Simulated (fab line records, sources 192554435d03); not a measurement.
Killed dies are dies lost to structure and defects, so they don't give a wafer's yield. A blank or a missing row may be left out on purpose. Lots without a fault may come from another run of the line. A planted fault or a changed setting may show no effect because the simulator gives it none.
Chamber matching | flow n5_finfet | N5_FIN_CUT_ETCH_20 on rie_diel-04: 3 sister chambers
The step etches SiARC in CF4, target depth 26 nm, time 43.3 s. 16 wafers are shown with their chamber, then 7 later ones without.

WAFERS WITH THEIR CHAMBER
wafer  | chamber | drypump_motor_current_A (A) | showerhead_plenum_p_Torr (Torr) | throttle_valve_pct (%)
L074.2 | 1       | 5.9                         | 2.23                            | 15.70
L074.3 | 0       | 5.6                         | 2.11                            | 15.51
L074.6 | 2       | 6.6                         | 2.11                            | 16.09
L075.1 | 1       | 5.9                         | 2.23                            | 15.71
L075.2 | 2       | 6.5                         | 2.11                            | 16.11
L075.3 | 0       | 5.6                         | 2.11                            | 15.50
L078.1 | 1       | 5.9                         | 2.22                            | 15.72
L078.2 | 0       | 5.6                         | 2.11                            | 15.51
L078.5 | 0       | 5.6                         | 2.11                            | 15.53
L079.2 | 2       | 6.5                         | 2.11                            | 16.12
L079.4 | 2       | 6.5                         | 2.11                            | 16.11
L079.5 | 0       | 5.6                         | 2.11                            | 15.51
L081.2 | 1       | 5.9                         | 2.22                            | 15.76
L081.3 | 0       | 5.6                         | 2.10                            | 15.53
L081.6 | 2       | 6.5                         | 2.11                            | 16.14
L087.2 | 0       | 5.6                         | 2.10                            | 15.56

SIGNATURES (means of the wafers above)
reading                  | chamber 0 | chamber 1 | chamber 2 | scatter within a chamber
drypump_motor_current_A  | 5.600     | 5.900     | 6.520     | 0.0248
showerhead_plenum_p_Torr | 2.1071    | 2.2250    | 2.1100    | 0.00432
throttle_valve_pct       | 15.5214   | 15.7225   | 16.1140   | 0.0213
Rule: a wafer's distance from a chamber is the root of the sum, over the readings, of the square of ((its reading less the chamber's mean) divided by the reading's scatter). The wafer belongs to the nearest chamber; if the next one is less than 2 further off, it can't be placed. The scatter: the root of (the sum of the squares of (reading less its chamber's mean) over the shown wafers, divided by (wafers less chambers)).

WAFERS WITHOUT THEIR CHAMBER
wafer  | drypump_motor_current_A (A) | showerhead_plenum_p_Torr (Torr) | throttle_valve_pct (%)
L087.4 | 6.6                         | 2.10                            | 16.17
L087.5 | 5.6                         | 2.10                            | 15.56
L089.1 | 6.5                         | 2.10                            | 16.18
L089.5 | 6.6                         | 2.10                            | 16.15
L089.6 | 5.9                         | 2.21                            | 15.79
L097.3 | 5.9                         | 2.21                            | 15.83
L097.5 | 5.6                         | 2.09                            | 15.60

WHICH CHAMBER EACH WENT THROUGH
wafer  | from the rows above | in truth
L087.4 | 2                   | 2
L087.5 | 0                   | 0
L089.1 | 2                   | 2
L089.5 | 2                   | 2
L089.6 | 1                   | 1
L097.3 | 1                   | 1
L097.5 | 0                   | 0
Placed correctly: 7 of 7. Can't be placed from these rows: 0. Placed wrongly: 0.
